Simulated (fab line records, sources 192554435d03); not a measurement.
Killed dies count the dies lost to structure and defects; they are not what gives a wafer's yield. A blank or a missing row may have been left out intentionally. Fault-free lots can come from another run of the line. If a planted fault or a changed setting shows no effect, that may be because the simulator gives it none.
Chamber matching || flow n5_finfet || N5_BEOL_M7_ETCH_62 on rie_diel-04: 4 sister chambers
The step etches SOC in N2/H2, target depth 110 nm, overetch 22 nm, time 165 s. 16 wafers are shown with their chamber, then 8 later ones without.

## WAFERS WITH THEIR CHAMBER
{"wafer": "L075.1", "chamber": 3, "showerhead_plenum_p_Torr (Torr)": 2.63, "throttle_valve_pct (%)": 17.98, "drypump_motor_current_A (A)": 4.9}
{"wafer": "L075.2", "chamber": 0, "showerhead_plenum_p_Torr (Torr)": 2.55, "throttle_valve_pct (%)": 17.62, "drypump_motor_current_A (A)": 5.3}
{"wafer": "L075.3", "chamber": 1, "showerhead_plenum_p_Torr (Torr)": 2.64, "throttle_valve_pct (%)": 18.25, "drypump_motor_current_A (A)": 5.0}
{"wafer": "L075.4", "chamber": 3, "showerhead_plenum_p_Torr (Torr)": 2.63, "throttle_valve_pct (%)": 17.97, "drypump_motor_current_A (A)": 4.9}
{"wafer": "L075.5", "chamber": 1, "showerhead_plenum_p_Torr (Torr)": 2.64, "throttle_valve_pct (%)": 18.24, "drypump_motor_current_A (A)": 4.9}
{"wafer": "L075.6", "chamber": 0, "showerhead_plenum_p_Torr (Torr)": 2.55, "throttle_valve_pct (%)": 17.64, "drypump_motor_current_A (A)": 5.3}
{"wafer": "L081.1", "chamber": 3, "showerhead_plenum_p_Torr (Torr)": 2.62, "throttle_valve_pct (%)": 17.98, "drypump_motor_current_A (A)": 4.9}
{"wafer": "L081.2", "chamber": 2, "showerhead_plenum_p_Torr (Torr)": 2.40, "throttle_valve_pct (%)": 17.77, "drypump_motor_current_A (A)": 5.1}
{"wafer": "L081.6", "chamber": 3, "showerhead_plenum_p_Torr (Torr)": 2.62, "throttle_valve_pct (%)": 17.99, "drypump_motor_current_A (A)": 4.9}
{"wafer": "L085.2", "chamber": 2, "showerhead_plenum_p_Torr (Torr)": 2.40, "throttle_valve_pct (%)": 17.79, "drypump_motor_current_A (A)": 5.1}
{"wafer": "L085.5", "chamber": 1, "showerhead_plenum_p_Torr (Torr)": 2.63, "throttle_valve_pct (%)": 18.28, "drypump_motor_current_A (A)": 4.9}
{"wafer": "L085.6", "chamber": 0, "showerhead_plenum_p_Torr (Torr)": 2.54, "throttle_valve_pct (%)": 17.65, "drypump_motor_current_A (A)": 5.3}
{"wafer": "L087.2", "chamber": 3, "showerhead_plenum_p_Torr (Torr)": 2.62, "throttle_valve_pct (%)": 17.99, "drypump_motor_current_A (A)": 4.9}
{"wafer": "L087.3", "chamber": 0, "showerhead_plenum_p_Torr (Torr)": 2.54, "throttle_valve_pct (%)": 17.65, "drypump_motor_current_A (A)": 5.3}
{"wafer": "L087.6", "chamber": 1, "showerhead_plenum_p_Torr (Torr)": 2.63, "throttle_valve_pct (%)": 18.28, "drypump_motor_current_A (A)": 4.9}
{"wafer": "L086.1", "chamber": 3, "showerhead_plenum_p_Torr (Torr)": 2.62, "throttle_valve_pct (%)": 18.01, "drypump_motor_current_A (A)": 4.9}

SIGNATURES, as means of the wafers listed above
{"reading": "showerhead_plenum_p_Torr", "chamber 0": 2.5450, "chamber 1": 2.6350, "chamber 2": 2.4000, "chamber 3": 2.6233, "scatter within a chamber": 0.00527}
{"reading": "throttle_valve_pct", "chamber 0": 17.6400, "chamber 1": 18.2625, "chamber 2": 17.7800, "chamber 3": 17.9867, "scatter within a chamber": 0.0158}
{"reading": "drypump_motor_current_A", "chamber 0": 5.300, "chamber 1": 4.925, "chamber 2": 5.100, "chamber 3": 4.900, "scatter within a chamber": 0.025}
Rule: a wafer lies at a distance from a chamber equal to the root of the sum of squares, over the readings, of (its reading less the chamber's mean, divided by the reading's scatter). If the next closest chamber is less than 2 further off than the closest, the wafer can't be placed; otherwise it belongs to the closest. How the scatter is found: for the shown wafers, subtract from each reading the mean of its chamber, square and add these, divide the total by (wafers less chambers), then take the root.

## WAFERS WHOSE CHAMBER IS MISSING
{"wafer": "L086.3", "showerhead_plenum_p_Torr (Torr)": 2.54, "throttle_valve_pct (%)": 17.66, "drypump_motor_current_A (A)": 5.3}
{"wafer": "L086.5", "showerhead_plenum_p_Torr (Torr)": 2.40, "throttle_valve_pct (%)": 17.80, "drypump_motor_current_A (A)": 5.1}
{"wafer": "L089.1", "showerhead_plenum_p_Torr (Torr)": 2.40, "throttle_valve_pct (%)": 17.79, "drypump_motor_current_A (A)": 5.1}
{"wafer": "L089.4", "showerhead_plenum_p_Torr (Torr)": 2.62, "throttle_valve_pct (%)": 18.01, "drypump_motor_current_A (A)": 4.9}
{"wafer": "L089.6", "showerhead_plenum_p_Torr (Torr)": 2.40, "throttle_valve_pct (%)": 17.81, "drypump_motor_current_A (A)": 5.1}
{"wafer": "L096.1", "showerhead_plenum_p_Torr (Torr)": 2.53, "throttle_valve_pct (%)": 17.69, "drypump_motor_current_A (A)": 5.3}
{"wafer": "L096.2", "showerhead_plenum_p_Torr (Torr)": 2.62, "throttle_valve_pct (%)": 18.31, "drypump_motor_current_A (A)": 4.9}
{"wafer": "L096.5", "showerhead_plenum_p_Torr (Torr)": 2.53, "throttle_valve_pct (%)": 17.69, "drypump_motor_current_A (A)": 5.3}

## THE CHAMBER EACH PASSED THROUGH
{"wafer": "L086.3", "from the rows above": 0, "in truth": 0}
{"wafer": "L086.5", "from the rows above": 2, "in truth": 2}
{"wafer": "L089.1", "from the rows above": 2, "in truth": 2}
{"wafer": "L089.4", "from the rows above": 3, "in truth": 3}
{"wafer": "L089.6", "from the rows above": 2, "in truth": 2}
{"wafer": "L096.1", "from the rows above": 0, "in truth": 0}
{"wafer": "L096.2", "from the rows above": 1, "in truth": 1}
{"wafer": "L096.5", "from the rows above": 0, "in truth": 0}
Correct placement for 8 of the 8. Can't be placed from these rows: 0. Number placed wrongly: 0.
